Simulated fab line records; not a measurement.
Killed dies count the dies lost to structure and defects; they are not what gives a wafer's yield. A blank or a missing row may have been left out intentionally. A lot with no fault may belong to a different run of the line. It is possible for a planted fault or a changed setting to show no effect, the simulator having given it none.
The tool behind it: which one?	flow nand harc	13 lots with 39 wafers sampled at 6 steps, on a route of 1159 steps

WHAT THE GAUGES READ, wafer by wafer
NHARC_A_CONTACT_INSPECT_23. Usual: raw defect count reads 425 (standard deviation 120).
lot	measured	on	raw defect count	flag
L234	day 17 21:25	defect inspect-01	336 520 502	
L236	day 17 21:41	defect inspect-01	397 292 388	
L237	day 18 06:34	defect inspect-01	476 283 503	
L235	day 18 07:44	defect inspect-01	290 354 236	
L238	day 18 21:57	defect inspect-02	588 440 397	
L239	day 18 22:40	defect inspect-02	535 488 283	
L244	day 20 00:06	defect inspect-02	322 405 325	
L246	day 20 05:36	defect inspect-02	540 471 544	
L245	day 20 09:36	defect inspect-02	368 335 452	
L247	day 21 05:30	defect inspect-02	552 630 748	
L248	day 21 11:41	defect inspect-02	330 421 368	
L253	day 22 08:18	defect inspect-02	399 464 406	
L255	day 22 09:02	defect inspect-02	871 855 350	

NHARC_A_BLC_CD_MEAS_10 targets a cd of 100 nm. Usual: cd nm reads 100.4 nm (standard deviation 0.79).
lot	measured	on	cd nm (nm)	flag
L234	day 17 21:48	cd sem-02	100.7 101.9 101.0	
L236	day 17 22:04	cd sem-02	100.4 99.1 100.0	
L237	day 18 07:04	cd sem-01	99.9 98.6 100.0	
L235	day 18 08:14	cd sem-02	100.4 100.4 100.9	
L238	day 18 22:21	cd sem-02	100.3 101.3 99.3	
L239	day 18 23:03	cd sem-02	100.2 101.0 100.6	
L244	day 20 00:29	cd sem-03	100.4 99.6 99.2	
L246	day 20 05:59	cd sem-01	112.9 112.2 113.2	OFF
L245	day 20 10:07	cd sem-02	100.5 100.8 100.8	
L247	day 21 06:01	cd sem-01	110.2 110.1 109.9	OFF
L248	day 21 12:12	cd sem-02	107.5 107.5 108.0	OFF
L253	day 22 08:41	cd sem-02	100.6 102.0 101.9	
L255	day 22 09:25	cd sem-02	100.7 100.1 100.1	

NHARC_A_BLC_INSPECT_12. Usual: raw defect count reads 30 (standard deviation 15).
lot	measured	on	raw defect count	flag
L234	day 17 21:56	defect inspect-01	33 46 41	
L236	day 17 22:11	defect inspect-02	7 7 8	
L237	day 18 07:11	defect inspect-01	47 38 50	
L235	day 18 08:22	defect inspect-02	29 20 12	
L238	day 18 22:28	defect inspect-01	22 22 27	
L239	day 18 23:10	defect inspect-01	41 29 32	
L244	day 20 00:37	defect inspect-02	15 14 22	
L246	day 20 06:06	defect inspect-02	26 24 32	
L245	day 20 10:14	defect inspect-02	34 33 26	
L247	day 21 06:08	defect inspect-02	60 60 55	
L248	day 21 12:20	defect inspect-02	27 39 38	
L253	day 22 08:49	defect inspect-02	23 36 26	
L255	day 22 09:32	defect inspect-02	35 41 38	

NHARC_END_SORT_01. Usual: killed at array 25, standard deviation 10; killed at other 0.6, standard deviation 0.91; killed at periphery 3.6, standard deviation 2.9; killed dies 29, standard deviation 10; killed open 3.3, standard deviation 2; killed short 1.9, standard deviation 1.5.
lot	measured	on	killed at array	killed at other	killed at periphery	killed dies	killed open	killed short	flag
L237	day 20 07:27	prober-02	43	0	4	47	13	6	OFF
L235	day 20 12:48	prober-02	20 20 12	0 0 0	4 4 5	24 24 17	1 3 2	1 2 0	
L238	day 21 04:41	prober-01	21 17 17	1 0 1	4 5 9	26 22 27	3 5 2	1 1 0	
L239	day 21 12:27	prober-01	33 19 31	0 0 0	4 2 2	37 21 33	6 5 6	4 1 0	
L244	day 22 03:17	prober-01	17 19 16	4 3 1	4 6 3	25 28 20	2 5 4	3 2 1	
L246	day 22 11:46	prober-02	64 63 75	0 1 0	3 1 3	67 65 78	4 5 3	3 0 1	OFF
L247	day 23 05:12	prober-02	68 65 51	0 0 0	3 0 0	71 65 51	7 2 2	0 1 1	OFF
L248	day 23 12:23	prober-02	29 54 35	2 2 3	2 0 1	33 56 39	4 1 2	1 1 3	

EACH LOT AND THE TOOL THAT RAN IT (in order: tool; ch and the chambers of the sampled wafers; start)
lot	NHARC_A_BLC_PEB_08	NHARC_A_BLC_ETCH_16
L234	litho track-01 ch 0, day 17 21:43	rie diel-08 ch 2,3, day 17 22:05
L236	litho track-06 ch 0, day 17 21:59	rie diel-02 ch 0,1,3, day 17 22:31
L237	litho track-04 ch 0, day 18 06:59	rie diel-02 ch 0,1, day 18 07:20
L235	litho track-01 ch 0, day 18 08:10	rie diel-02 ch 1,3, day 18 08:31
L238	litho track-04 ch 0, day 18 22:16	rie diel-02 ch 1,2, day 18 22:37
L239	litho track-01 ch 0, day 18 22:58	rie diel-08 ch 0,2,3, day 18 23:19
L244	litho track-06 ch 0, day 20 00:24	rie diel-08 ch 0,1,2, day 20 00:46
L246	litho track-06 ch 0, day 20 05:54	rie diel-08 ch 0,2,3, day 20 06:15
L245	litho track-01 ch 0, day 20 10:02	rie diel-08 ch 0,1, day 20 10:23
L247	litho track-06 ch 0, day 21 05:56	rie diel-02 ch 2,3, day 21 06:17
L248	litho track-06 ch 0, day 21 12:07	rie diel-08 ch 0,2,3, day 21 12:29
L253	litho track-01 ch 0, day 22 08:37	rie diel-05 ch 0,1,3, day 22 09:01
L255	litho track-01 ch 0, day 22 09:20	rie diel-08 ch 1,2,3, day 22 09:56
- NHARC_A_BLC_PEB_08: peb time 65 s.
- NHARC_A_BLC_ETCH_16: etches the open film in CF4, target depth 39 nm, time 65 s.

AS READ BY THE TOOLS THEMSELVES (means over the sampled wafers that have a number; for cases with no such wafer, the mark the record gives instead)
NHARC_A_BLC_ETCH_16. Usual: chamber pressure mTorr 50.00 mTorr, standard deviation 0.042; drypump motor current A 5.8 A, standard deviation 0.58; mfc ar sccm 0.005 sccm, standard deviation 0.0085; oes product au 1.002 a.u., standard deviation 0.015; rf fwd power W 297.0 W, standard deviation 1.2; rf vpp V 151.5 V, standard deviation 1.1; showerhead plenum p Torr 1.79 Torr, standard deviation 0.065; throttle valve pct 13.284 %, standard deviation 0.0087.
lot	tool	chamber pressure mTorr (mTorr)	drypump motor current A (A)	mfc ar sccm (sccm)	oes product au (a.u.)	rf fwd power W (W)	rf vpp V (V)	showerhead plenum p Torr (Torr)	throttle valve pct (%)	flag
L234	rie diel-08	50.00	6.3	0.000	1.004	298.5	152.0	1.80	13.281	
L236	rie diel-02	50.01	5.6	0.007	1.005	296.7	151.4	1.77	13.277	
L237	rie diel-02	49.97	5.2	0.000	1.018	298.0	151.4	1.78	13.288	
L235	rie diel-02	50.04	6.1	0.014	0.994	298.1	151.6	1.82	13.283	
L238	rie diel-02	50.00	5.5	0.000	1.017	297.0	152.4	1.84	13.283	
L239	rie diel-08	50.00	6.2	0.006	1.003	297.2	151.9	1.79	13.284	
L244	rie diel-08	49.98	5.8	0.006	1.001	296.0	151.0	1.76	13.281	
L246	rie diel-08	49.99	6.2	0.006	0.997	296.9	151.0	1.79	13.282	
L245	rie diel-08	49.96	5.4	0.007	1.002	295.8	150.7	1.77	13.287	
L247	rie diel-02	50.02	6.5	0.014	0.986	297.3	151.9	1.83	13.286	
L248	rie diel-08	50.01	6.1	0.006	1.000	297.1	151.5	1.79	13.286	
L253	rie diel-05	50.00	5.7	0.001	1.017	297.5	150.5	1.78	13.275	
L255	rie diel-08	50.02	5.9	0.000	1.004	298.5	151.3	1.76	13.275	

THE ANSWER, worked out from the rows above alone
Rule: lot off if the mean of its wafers having a number is beyond 3 standard deviations from the usual mean. A lot without any number at a reading at which 4 lots or more have one is off too. Where the step has rows for the other lots, those lots are counted as sound. After the gauges, taken in route order, come the tools' own readings; for these a lot's mean is taken, as printed above. The first step at which some lot is off is used, and at that step the reading that is off furthest; a lot without a number counts as furthest.
Off at NHARC_A_BLC_CD_MEAS_10 (cd nm): L246, L247, L248.
A tool fits if, at a process step before that reading, it ran every lot that is off, and no sound lot after the first of them. Gauges at NHARC_A_BLC_CD_MEAS_10: tried the same way as those tools. One fits: litho track-06 at NHARC_A_BLC_PEB_08. A fault onset in the window from L244 (day 20 00:24, its last sound lot) to L246 (day 20 05:54, its first lot off) fits.

WHAT THE SIMULATOR HAD PUT IN
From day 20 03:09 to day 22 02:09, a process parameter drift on litho track-06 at NHARC_A_BLC_PEB_08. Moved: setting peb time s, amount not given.
Lots struck among those shown: L246, L247, L248. The same result came from the rule above.
